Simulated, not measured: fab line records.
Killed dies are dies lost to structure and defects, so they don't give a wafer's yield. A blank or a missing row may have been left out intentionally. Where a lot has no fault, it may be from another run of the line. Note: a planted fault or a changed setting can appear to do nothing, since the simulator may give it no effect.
Which tool is to blame? / flow n5_finfet / 9 lots with 25 wafers sampled at 5 steps, on a route of 1938 steps

## WHAT THE GAUGES SHOWED, per wafer
N5_FIN_SAQP_OCD_MEAS_76. Usual: 120.4 nm for trench_depth_nm, sd 2.5.
lot=L261; measured=day 3 02:06; on=ocd-01; trench_depth_nm (nm)=121.0 119.0 118.4; flag=
lot=L262; measured=day 3 08:08; on=ocd-01; trench_depth_nm (nm)=124.5 116.0; flag=
lot=L267; measured=day 4 15:49; on=ocd-02; trench_depth_nm (nm)=119.8 124.1 119.9; flag=
lot=L269; measured=day 5 04:05; on=ocd-01; trench_depth_nm (nm)=122.5 119.2 120.7; flag=
lot=L273; measured=day 6 03:50; on=ocd-02; trench_depth_nm (nm)=121.9 123.0 122.0; flag=
lot=L275; measured=day 6 15:01; on=ocd-02; trench_depth_nm (nm)=119.6 121.5 118.5; flag=
lot=L276; measured=day 6 21:12; on=ocd-02; trench_depth_nm (nm)=118.4 119.5; flag=
lot=L277; measured=day 7 04:11; on=ocd-02; trench_depth_nm (nm)=121.0 119.2 121.7; flag=
lot=L279; measured=day 7 15:12; on=ocd-01; trench_depth_nm (nm)=120.4 122.0 123.4; flag=

N5_BEOL_M4_RC_MEAS_101. Usual: DIBL_N 36.7 mV/V, standard deviation 2.6; DIBL_P 36.9 mV/V, standard deviation 2.8; IOFF_N 0.17 nA/um, standard deviation 0.043; IOFF_P 0.22 nA/um, standard deviation 0.05; ION_N 678 uA/um, standard deviation 15; ION_P 465 uA/um, standard deviation 9.2; SS_N 71.6 mV/dec, standard deviation 0.79; SS_P 73.5 mV/dec, standard deviation 0.82; VT_N 250 mV, standard deviation 3.9; VT_P -250 mV, standard deviation 3.7.
lot=L261; measured=day 9 05:26; on=prober-01; DIBL_N (mV/V)=35.0 36.3 37.1; DIBL_P (mV/V)=34.6 36.8 37.3; IOFF_N (nA/um)=0.14 0.15 0.18; IOFF_P (nA/um)=0.17 0.19 0.20; ION_N (uA/um)=680 682 694; ION_P (uA/um)=466 467 468; SS_N (mV/dec)=70.4 71.4 71.7; SS_P (mV/dec)=72.9 72.9 72.9; VT_N (mV)=250 250 247; VT_P (mV)=-253 -254 -253; flag=
lot=L262; measured=day 10 06:22; on=prober-02; DIBL_N (mV/V)=37.0 36.4; DIBL_P (mV/V)=38.0 36.0; IOFF_N (nA/um)=0.17 0.16; IOFF_P (nA/um)=0.23 0.21; ION_N (uA/um)=678 685; ION_P (uA/um)=473 469; SS_N (mV/dec)=71.7 72.4; SS_P (mV/dec)=74.1 74.1; VT_N (mV)=247 253; VT_P (mV)=-248 -250; flag=
lot=L267; measured=day 11 04:06; on=prober-02; DIBL_N (mV/V)=34.7 36.3 33.6; DIBL_P (mV/V)=35.9 37.5 34.4; IOFF_N (nA/um)=0.16 0.17 0.13; IOFF_P (nA/um)=0.22 0.24 0.19; ION_N (uA/um)=691 668 671; ION_P (uA/um)=481 464 462; SS_N (mV/dec)=70.7 71.6 70.6; SS_P (mV/dec)=73.3 73.6 72.3; VT_N (mV)=249 250 253; VT_P (mV)=-248 -249 -251; flag=
lot=L269; measured=day 11 11:40; on=prober-01; DIBL_N (mV/V)=37.5 37.9 40.5; DIBL_P (mV/V)=36.9 39.1 40.5; IOFF_N (nA/um)=0.17 0.16 0.23; IOFF_P (nA/um)=0.22 0.25 0.29; ION_N (uA/um)=674 672 701; ION_P (uA/um)=462 469 479; SS_N (mV/dec)=71.0 72.3 72.1; SS_P (mV/dec)=73.7 73.7 74.3; VT_N (mV)=248 248 245; VT_P (mV)=-247 -247 -246; flag=
lot=L273; measured=day 12 05:47; on=prober-02; DIBL_N (mV/V)=37.8 35.0 33.4; DIBL_P (mV/V)=37.5 35.2 32.9; IOFF_N (nA/um)=0.18 0.13 0.12; IOFF_P (nA/um)=0.23 0.20 0.16; ION_N (uA/um)=678 669 667; ION_P (uA/um)=461 467 460; SS_N (mV/dec)=71.8 71.2 70.8; SS_P (mV/dec)=73.5 72.2 73.3; VT_N (mV)=248 251 253; VT_P (mV)=-250 -251 -252; flag=
lot=L275; measured=day 13 04:05; on=prober-01; DIBL_N (mV/V)=36.0 36.9 35.1; DIBL_P (mV/V)=36.6 37.5 34.9; IOFF_N (nA/um)=0.15 0.18 0.14; IOFF_P (nA/um)=0.22 0.25 0.19; ION_N (uA/um)=670 671 660; ION_P (uA/um)=467 460 451; SS_N (mV/dec)=71.3 71.8 71.2; SS_P (mV/dec)=73.3 74.7 73.2; VT_N (mV)=248 247 249; VT_P (mV)=-248 -247 -253; flag=
lot=L276; measured=day 13 12:34; on=prober-02; DIBL_N (mV/V)=33.9 32.4; DIBL_P (mV/V)=34.0 32.2; IOFF_N (nA/um)=0.12 0.11; IOFF_P (nA/um)=0.17 0.16; ION_N (uA/um)=663 675; ION_P (uA/um)=449 465; SS_N (mV/dec)=71.5 70.7; SS_P (mV/dec)=72.6 71.9; VT_N (mV)=252 252; VT_P (mV)=-251 -254; flag=
lot=L277; measured=day 14 00:41; on=prober-02; DIBL_N (mV/V)=38.8 36.5 39.8; DIBL_P (mV/V)=37.9 35.2 39.3; IOFF_N (nA/um)=0.20 0.15 0.24; IOFF_P (nA/um)=0.24 0.21 0.28; ION_N (uA/um)=690 664 703; ION_P (uA/um)=475 454 470; SS_N (mV/dec)=71.3 70.6 71.8; SS_P (mV/dec)=74.6 73.6 74.4; VT_N (mV)=244 251 244; VT_P (mV)=-248 -248 -248; flag=
lot=L279; measured=day 14 00:39; on=prober-01; DIBL_N (mV/V)=31.9 35.5 32.5; DIBL_P (mV/V)=32.4 36.8 32.3; IOFF_N (nA/um)=0.11 0.16 0.11; IOFF_P (nA/um)=0.16 0.20 0.15; ION_N (uA/um)=661 670 652; ION_P (uA/um)=461 451 453; SS_N (mV/dec)=70.0 71.8 70.7; SS_P (mV/dec)=73.0 73.0 71.9; VT_N (mV)=254 248 254; VT_P (mV)=-252 -249 -255; flag=

## WHAT TOOL EACH LOT RAN ON (gives the tool, then ch and the chambers of the sampled wafers, and finally the start)
lot=L261; N5_FIN_SAQP_ETCH_34=rie_diel-05 ch 0,1,3, day 3 01:40; N5_FIN_SAQP_ETCH_64=rie_si-01 ch 0,1,3, day 3 01:52; N5_FIN_SAQP_FIN_ETCH_36=rie_si-01 ch 0,1,3, day 3 01:53
lot=L262; N5_FIN_SAQP_ETCH_34=rie_diel-06 ch 0,2, day 3 07:43; N5_FIN_SAQP_ETCH_64=rie_si-04 ch 0,2, day 3 07:54; N5_FIN_SAQP_FIN_ETCH_36=rie_si-04 ch 0,2, day 3 07:55
lot=L267; N5_FIN_SAQP_ETCH_34=rie_diel-01 ch 1,2, day 4 15:23; N5_FIN_SAQP_ETCH_64=rie_si-04 ch 0,1, day 4 15:35; N5_FIN_SAQP_FIN_ETCH_36=rie_si-04 ch 0,1, day 4 15:36
lot=L269; N5_FIN_SAQP_ETCH_34=rie_diel-05 ch 0,2, day 5 03:39; N5_FIN_SAQP_ETCH_64=rie_si-04 ch 0,1,3, day 5 03:50; N5_FIN_SAQP_FIN_ETCH_36=rie_si-04 ch 0,1,3, day 5 03:52
lot=L273; N5_FIN_SAQP_ETCH_34=rie_diel-06 ch 0,2,3, day 6 03:25; N5_FIN_SAQP_ETCH_64=rie_si-06 ch 0,1, day 6 03:36; N5_FIN_SAQP_FIN_ETCH_36=rie_si-06 ch 0,1, day 6 03:37
lot=L275; N5_FIN_SAQP_ETCH_34=rie_diel-05 ch 2,3, day 6 14:35; N5_FIN_SAQP_ETCH_64=rie_si-06 ch 1,2,3, day 6 14:47; N5_FIN_SAQP_FIN_ETCH_36=rie_si-06 ch 1,2,3, day 6 14:48
lot=L276; N5_FIN_SAQP_ETCH_34=rie_diel-01 ch 1,2, day 6 20:46; N5_FIN_SAQP_ETCH_64=rie_si-06 ch 2,3, day 6 20:58; N5_FIN_SAQP_FIN_ETCH_36=rie_si-06 ch 2,3, day 6 20:59
lot=L277; N5_FIN_SAQP_ETCH_34=rie_diel-01 ch 1,2,3, day 7 03:45; N5_FIN_SAQP_ETCH_64=rie_si-06 ch 0,2,3, day 7 03:56; N5_FIN_SAQP_FIN_ETCH_36=rie_si-06 ch 0,2,3, day 7 03:58
lot=L279; N5_FIN_SAQP_ETCH_34=rie_diel-01 ch 0,1, day 7 14:46; N5_FIN_SAQP_ETCH_64=rie_si-06 ch 1,2, day 7 14:58; N5_FIN_SAQP_FIN_ETCH_36=rie_si-06 ch 1,2, day 7 14:59
- N5_FIN_SAQP_ETCH_34: etches SiO2 in C4F6/O2, target depth 45 nm, time 15 s.
- N5_FIN_SAQP_ETCH_64: etches SiO2 in CF4, target depth 1.5 nm.
- N5_FIN_SAQP_FIN_ETCH_36: etches the open film in HBr/Cl2/O2, target depth 120 nm, time 50.4 s.

## WHAT THE TOOLS THEMSELVES READ (means of the sampled wafers that have a number; where no wafer has one, the mark that the record gives instead)
N5_FIN_SAQP_ETCH_34. Usual: value, then standard deviation, for each; bias_w 185.0 W / 0.58; drypump_motor_current_A 5.6 A / 0.44; etch_rf_on_time_s 14.9 s / 0.36; oes_product_au 0.68 a.u. / 0.071; rf_vpp_V 664 V / 21; showerhead_plenum_p_Torr 2.88 Torr / 0.087; throttle_valve_pct 20.99 % / 0.22.
lot=L261; tool=rie_diel-05; bias_w (W)=185.0; drypump_motor_current_A (A)=5.3; etch_rf_on_time_s (s)=14.6; oes_product_au (a.u.)=0.74; rf_vpp_V (V)=692; showerhead_plenum_p_Torr (Torr)=2.88; throttle_valve_pct (%)=20.89; flag=
lot=L262; tool=rie_diel-06; bias_w (W)=185.7; drypump_motor_current_A (A)=5.7; etch_rf_on_time_s (s)=14.3; oes_product_au (a.u.)=0.75; rf_vpp_V (V)=664; showerhead_plenum_p_Torr (Torr)=2.77; throttle_valve_pct (%)=21.09; flag=
lot=L267; tool=rie_diel-01; bias_w (W)=185.6; drypump_motor_current_A (A)=5.5; etch_rf_on_time_s (s)=14.7; oes_product_au (a.u.)=0.71; rf_vpp_V (V)=650; showerhead_plenum_p_Torr (Torr)=2.86; throttle_valve_pct (%)=20.99; flag=
lot=L269; tool=rie_diel-05; bias_w (W)=185.1; drypump_motor_current_A (A)=5.2; etch_rf_on_time_s (s)=15.1; oes_product_au (a.u.)=0.62; rf_vpp_V (V)=679; showerhead_plenum_p_Torr (Torr)=2.92; throttle_valve_pct (%)=21.07; flag=
lot=L273; tool=rie_diel-06; bias_w (W)=184.9; drypump_motor_current_A (A)=5.6; etch_rf_on_time_s (s)=14.8; oes_product_au (a.u.)=0.69; rf_vpp_V (V)=661; showerhead_plenum_p_Torr (Torr)=2.84; throttle_valve_pct (%)=21.08; flag=
lot=L275; tool=rie_diel-05; bias_w (W)=185.6; drypump_motor_current_A (A)=5.2; etch_rf_on_time_s (s)=14.8; oes_product_au (a.u.)=0.71; rf_vpp_V (V)=707; showerhead_plenum_p_Torr (Torr)=2.86; throttle_valve_pct (%)=21.00; flag=
lot=L276; tool=rie_diel-01; bias_w (W)=185.3; drypump_motor_current_A (A)=5.7; etch_rf_on_time_s (s)=15.1; oes_product_au (a.u.)=0.67; rf_vpp_V (V)=647; showerhead_plenum_p_Torr (Torr)=2.83; throttle_valve_pct (%)=21.12; flag=
lot=L277; tool=rie_diel-01; bias_w (W)=184.7; drypump_motor_current_A (A)=6.0; etch_rf_on_time_s (s)=15.0; oes_product_au (a.u.)=0.64; rf_vpp_V (V)=649; showerhead_plenum_p_Torr (Torr)=2.86; throttle_valve_pct (%)=20.97; flag=
lot=L279; tool=rie_diel-01; bias_w (W)=184.9; drypump_motor_current_A (A)=5.5; etch_rf_on_time_s (s)=15.0; oes_product_au (a.u.)=0.61; rf_vpp_V (V)=645; showerhead_plenum_p_Torr (Torr)=2.86; throttle_valve_pct (%)=21.22; flag=

N5_FIN_SAQP_ETCH_64. Usual: bias_w 400.1 W, standard deviation 1.1; drypump_motor_current_A 5.6 A, standard deviation 0.45; oes_product_au 1.002 a.u., standard deviation 0.026; throttle_valve_pct 22.0 %, standard deviation 0.3.
lot=L261; tool=rie_si-01; bias_w (W)=401.0; drypump_motor_current_A (A)=5.3; oes_product_au (a.u.)=0.992; throttle_valve_pct (%)=21.9; flag=
lot=L262; tool=rie_si-04; bias_w (W)=400.2; drypump_motor_current_A (A)=5.6; oes_product_au (a.u.)=0.993; throttle_valve_pct (%)=22.1; flag=
lot=L267; tool=rie_si-04; bias_w (W)=313.0; drypump_motor_current_A (A)=6.2; oes_product_au (a.u.)=0.949; throttle_valve_pct (%)=22.1; flag=OFF
lot=L269; tool=rie_si-04; bias_w (W)=356.5; drypump_motor_current_A (A)=5.7; oes_product_au (a.u.)=0.998; throttle_valve_pct (%)=22.0; flag=OFF
lot=L273; tool=rie_si-06; bias_w (W)=401.0; drypump_motor_current_A (A)=5.7; oes_product_au (a.u.)=1.021; throttle_valve_pct (%)=22.3; flag=
lot=L275; tool=rie_si-06; bias_w (W)=400.2; drypump_motor_current_A (A)=5.7; oes_product_au (a.u.)=0.998; throttle_valve_pct (%)=22.0; flag=
lot=L276; tool=rie_si-06; bias_w (W)=400.0; drypump_motor_current_A (A)=5.5; oes_product_au (a.u.)=0.982; throttle_valve_pct (%)=21.8; flag=
lot=L277; tool=rie_si-06; bias_w (W)=399.7; drypump_motor_current_A (A)=5.4; oes_product_au (a.u.)=0.999; throttle_valve_pct (%)=22.0; flag=
lot=L279; tool=rie_si-06; bias_w (W)=399.9; drypump_motor_current_A (A)=5.8; oes_product_au (a.u.)=1.004; throttle_valve_pct (%)=22.0; flag=

N5_FIN_SAQP_FIN_ETCH_36. Usual: bias_w 102.02 W, standard deviation 0.3; drypump_motor_current_A 5.6 A, standard deviation 0.45; oes_product_au 1.000 a.u., standard deviation 0.022; throttle_valve_pct 36.2 %, standard deviation 0.33.
lot=L261; tool=rie_si-01; bias_w (W)=101.95; drypump_motor_current_A (A)=5.3; oes_product_au (a.u.)=0.996; throttle_valve_pct (%)=36.2; flag=
lot=L262; tool=rie_si-04; bias_w (W)=102.25; drypump_motor_current_A (A)=5.6; oes_product_au (a.u.)=0.995; throttle_valve_pct (%)=36.2; flag=
lot=L267; tool=rie_si-04; bias_w (W)=102.19; drypump_motor_current_A (A)=6.1; oes_product_au (a.u.)=1.002; throttle_valve_pct (%)=36.3; flag=
lot=L269; tool=rie_si-04; bias_w (W)=101.94; drypump_motor_current_A (A)=5.8; oes_product_au (a.u.)=1.012; throttle_valve_pct (%)=36.1; flag=
lot=L273; tool=rie_si-06; bias_w (W)=102.07; drypump_motor_current_A (A)=5.7; oes_product_au (a.u.)=1.005; throttle_valve_pct (%)=36.4; flag=
lot=L275; tool=rie_si-06; bias_w (W)=102.10; drypump_motor_current_A (A)=5.7; oes_product_au (a.u.)=0.995; throttle_valve_pct (%)=36.2; flag=
lot=L276; tool=rie_si-06; bias_w (W)=101.86; drypump_motor_current_A (A)=5.5; oes_product_au (a.u.)=0.980; throttle_valve_pct (%)=36.1; flag=
lot=L277; tool=rie_si-06; bias_w (W)=102.26; drypump_motor_current_A (A)=5.5; oes_product_au (a.u.)=1.000; throttle_valve_pct (%)=36.1; flag=
lot=L279; tool=rie_si-06; bias_w (W)=102.13; drypump_motor_current_A (A)=5.8; oes_product_au (a.u.)=0.990; throttle_valve_pct (%)=36.2; flag=

## THE ANSWER, worked out from the rows above alone
Rule: a lot is off if the mean of its wafers that have a number lies more than 3 standard deviations from the usual mean. A lot without any number at a reading at which 4 lots or more have one is off too. All remaining lots with rows at the step are treated as sound. Order of review: gauges by route order, followed by the tools' own readings, for which a lot's mean as printed above is used. The first step at which some lot is off is used, and at that step the reading that is off furthest; a lot without a number counts as furthest.
Off, at N5_FIN_SAQP_ETCH_64 on bias_w: L267, L269.
A tool fits if, at that step or a process step before it, it ran every lot that is off, and no sound lot after the first of them. One fits: N5_FIN_SAQP_ETCH_64 on rie_si-04. A fault onset in the window from L262 (day 3 07:54, its last sound lot) to L267 (day 4 15:35, its first lot off) fits.
On the lots that are off, the tool's own readings at N5_FIN_SAQP_ETCH_64 differ by more than 5 times the standard deviation of the sound lots' means, which bears it out; bias_w reads 334.8 W there versus 400.3 W on the sound lots.

## WHAT THE SIMULATOR HAD PUT IN
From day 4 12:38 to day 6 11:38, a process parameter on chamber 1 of rie_si-04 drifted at N5_FIN_SAQP_ETCH_64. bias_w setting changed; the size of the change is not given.
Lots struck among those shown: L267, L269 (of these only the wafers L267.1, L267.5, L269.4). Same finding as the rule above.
